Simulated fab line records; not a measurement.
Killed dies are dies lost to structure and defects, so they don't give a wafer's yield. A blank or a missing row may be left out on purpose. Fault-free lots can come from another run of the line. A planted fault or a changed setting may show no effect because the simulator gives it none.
Matching of chambers + flow n5Finfet + 4 sister chambers for N5_BEOL_M12_VIA_ETCH_16 on rieDiel-03
The step etches SiOC in C4F8/O2/Ar, target depth 724.8 nm. 4 wafers are shown with their chamber, then 8 later ones without.

## WAFERS PAIRED WITH THEIR CHAMBERS
| wafer  | chamber | showerheadPlenumPTorr (Torr) |
|--------|---------|------------------------------|
| L082.3 | 1       | 3.65                         |
| L085.1 | 2       | 3.30                         |
| L085.2 | 0       | 3.47                         |
| L090.1 | 3       | 3.61                         |

## WAFERS WITHOUT THEIR CHAMBER
| wafer  | showerheadPlenumPTorr (Torr) |
|--------|------------------------------|
| L090.2 | 3.29                         |
| L090.3 | 3.46                         |
| L095.2 | 3.61                         |
| L095.3 | 3.46                         |
| L095.5 | 3.61                         |
| L094.1 | 3.63                         |
| L094.2 | 3.61                         |
| L094.5 | 3.61                         |

## WHICH CHAMBER EACH ONE RAN IN
| wafer  | from the rows above     | in truth |
|--------|-------------------------|----------|
| L090.2 | 2                       | 2        |
| L090.3 | 0                       | 0        |
| L095.2 | 3                       | 3        |
| L095.3 | 0                       | 0        |
| L095.5 | 3                       | 3        |
| L094.1 | can't be placed: 1 or 3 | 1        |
| L094.2 | 3                       | 3        |
| L094.5 | 3                       | 3        |
Placed correctly: 7 of 8. From these rows, 1 cannot be placed; in 1 the true chamber is one of the candidates. Wrongly placed: 0.
How it was worked out, from the rows above alone: a wafer's distance from a chamber is the root of the sum, over the readings, of the square of ((its reading less the chamber's mean) divided by the reading's scatter). If the next closest chamber is less than 2 further off than the closest, the wafer can't be placed; otherwise it belongs to the closest. A chamber's mean is the mean of its shown wafers. The scatter (one wafer shown for each chamber): square how far every hidden wafer sits from the nearest shown wafer, average those squares and take the square root.
